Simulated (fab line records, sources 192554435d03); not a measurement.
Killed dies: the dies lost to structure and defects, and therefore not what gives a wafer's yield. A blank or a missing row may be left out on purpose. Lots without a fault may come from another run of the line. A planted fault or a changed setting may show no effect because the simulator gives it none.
Chamber matching / flow n5Finfet / rieDiel-02 running N5_FIN_SAQP_ETCH_34: 4 sister chambers
The step etches SiO2 in C4F6/O2, target depth 45 nm, time 15 s. 18 wafers are shown with their chamber, then 9 later ones without.

## WAFERS WITH THEIR CHAMBER
wafer=L077.1; chamber=1; drypumpMotorCurrentA (A)=5.3; showerheadPlenumPTorr (Torr)=2.81; throttleValvePct (%)=21.15
wafer=L077.2; chamber=3; drypumpMotorCurrentA (A)=4.9; showerheadPlenumPTorr (Torr)=2.87; throttleValvePct (%)=21.06
wafer=L077.6; chamber=3; drypumpMotorCurrentA (A)=4.9; showerheadPlenumPTorr (Torr)=2.87; throttleValvePct (%)=21.05
wafer=L078.1; chamber=2; drypumpMotorCurrentA (A)=5.0; showerheadPlenumPTorr (Torr)=2.75; throttleValvePct (%)=21.39
wafer=L078.4; chamber=0; drypumpMotorCurrentA (A)=5.6; showerheadPlenumPTorr (Torr)=2.86; throttleValvePct (%)=21.33
wafer=L078.6; chamber=2; drypumpMotorCurrentA (A)=5.0; showerheadPlenumPTorr (Torr)=2.75; throttleValvePct (%)=21.38
wafer=L079.4; chamber=0; drypumpMotorCurrentA (A)=5.6; showerheadPlenumPTorr (Torr)=2.86; throttleValvePct (%)=21.33
wafer=L079.5; chamber=1; drypumpMotorCurrentA (A)=5.4; showerheadPlenumPTorr (Torr)=2.81; throttleValvePct (%)=21.16
wafer=L079.6; chamber=0; drypumpMotorCurrentA (A)=5.6; showerheadPlenumPTorr (Torr)=2.86; throttleValvePct (%)=21.35
wafer=L081.2; chamber=0; drypumpMotorCurrentA (A)=5.6; showerheadPlenumPTorr (Torr)=2.86; throttleValvePct (%)=21.36
wafer=L081.4; chamber=1; drypumpMotorCurrentA (A)=5.4; showerheadPlenumPTorr (Torr)=2.81; throttleValvePct (%)=21.17
wafer=L081.6; chamber=1; drypumpMotorCurrentA (A)=5.4; showerheadPlenumPTorr (Torr)=2.81; throttleValvePct (%)=21.17
wafer=L083.1; chamber=1; drypumpMotorCurrentA (A)=5.4; showerheadPlenumPTorr (Torr)=2.80; throttleValvePct (%)=21.17
wafer=L083.2; chamber=0; drypumpMotorCurrentA (A)=5.6; showerheadPlenumPTorr (Torr)=2.86; throttleValvePct (%)=21.34
wafer=L083.6; chamber=0; drypumpMotorCurrentA (A)=5.6; showerheadPlenumPTorr (Torr)=2.86; throttleValvePct (%)=21.35
wafer=L087.3; chamber=3; drypumpMotorCurrentA (A)=4.9; showerheadPlenumPTorr (Torr)=2.86; throttleValvePct (%)=21.08
wafer=L087.5; chamber=0; drypumpMotorCurrentA (A)=5.6; showerheadPlenumPTorr (Torr)=2.85; throttleValvePct (%)=21.36
wafer=L087.6; chamber=1; drypumpMotorCurrentA (A)=5.4; showerheadPlenumPTorr (Torr)=2.80; throttleValvePct (%)=21.17

SIGNATURES, as means of the wafers listed above
reading=drypumpMotorCurrentA; chamber 0=5.600; chamber 1=5.383; chamber 2=5.000; chamber 3=4.900; scatter within a chamber=0.0244
reading=showerheadPlenumPTorr; chamber 0=2.8586; chamber 1=2.8067; chamber 2=2.7500; chamber 3=2.8667; scatter within a chamber=0.00452
reading=throttleValvePct; chamber 0=21.3457; chamber 1=21.1650; chamber 2=21.3850; chamber 3=21.0633; scatter within a chamber=0.0115
Rule: a wafer's distance from a chamber is the root of the sum, over the readings, of the square of ((its reading less the chamber's mean) divided by the reading's scatter). The wafer belongs to the nearest chamber; if the next one is less than 2 further off, it can't be placed. How the scatter is found: for the shown wafers, subtract from each reading the mean of its chamber, square and add these, divide the total by (wafers less chambers), then take the root.

## WAFERS MISSING THEIR CHAMBER
wafer=L092.1; drypumpMotorCurrentA (A)=5.6; showerheadPlenumPTorr (Torr)=2.85; throttleValvePct (%)=21.38
wafer=L092.3; drypumpMotorCurrentA (A)=5.0; showerheadPlenumPTorr (Torr)=2.74; throttleValvePct (%)=21.44
wafer=L092.6; drypumpMotorCurrentA (A)=5.0; showerheadPlenumPTorr (Torr)=2.86; throttleValvePct (%)=21.08
wafer=L094.1; drypumpMotorCurrentA (A)=5.0; showerheadPlenumPTorr (Torr)=2.73; throttleValvePct (%)=21.44
wafer=L094.2; drypumpMotorCurrentA (A)=4.9; showerheadPlenumPTorr (Torr)=2.86; throttleValvePct (%)=21.11
wafer=L094.3; drypumpMotorCurrentA (A)=5.3; showerheadPlenumPTorr (Torr)=2.80; throttleValvePct (%)=20.84
wafer=L096.1; drypumpMotorCurrentA (A)=4.9; showerheadPlenumPTorr (Torr)=2.85; throttleValvePct (%)=21.11
wafer=L096.3; drypumpMotorCurrentA (A)=5.0; showerheadPlenumPTorr (Torr)=2.73; throttleValvePct (%)=21.42
wafer=L096.5; drypumpMotorCurrentA (A)=5.4; showerheadPlenumPTorr (Torr)=2.79; throttleValvePct (%)=20.84

## WHICH CHAMBER EACH ONE RAN IN
wafer=L092.1; from the rows above=0; in truth=0
wafer=L092.3; from the rows above=2; in truth=2
wafer=L092.6; from the rows above=3; in truth=3
wafer=L094.1; from the rows above=2; in truth=2
wafer=L094.2; from the rows above=3; in truth=3
wafer=L094.3; from the rows above=can't be placed: 1 or 3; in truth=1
wafer=L096.1; from the rows above=3; in truth=3
wafer=L096.3; from the rows above=2; in truth=2
wafer=L096.5; from the rows above=1; in truth=1
Correct placement for 8 of the 9. From these rows, 1 cannot be placed; in 1 the true chamber is one of the candidates. Number placed wrongly: 0.
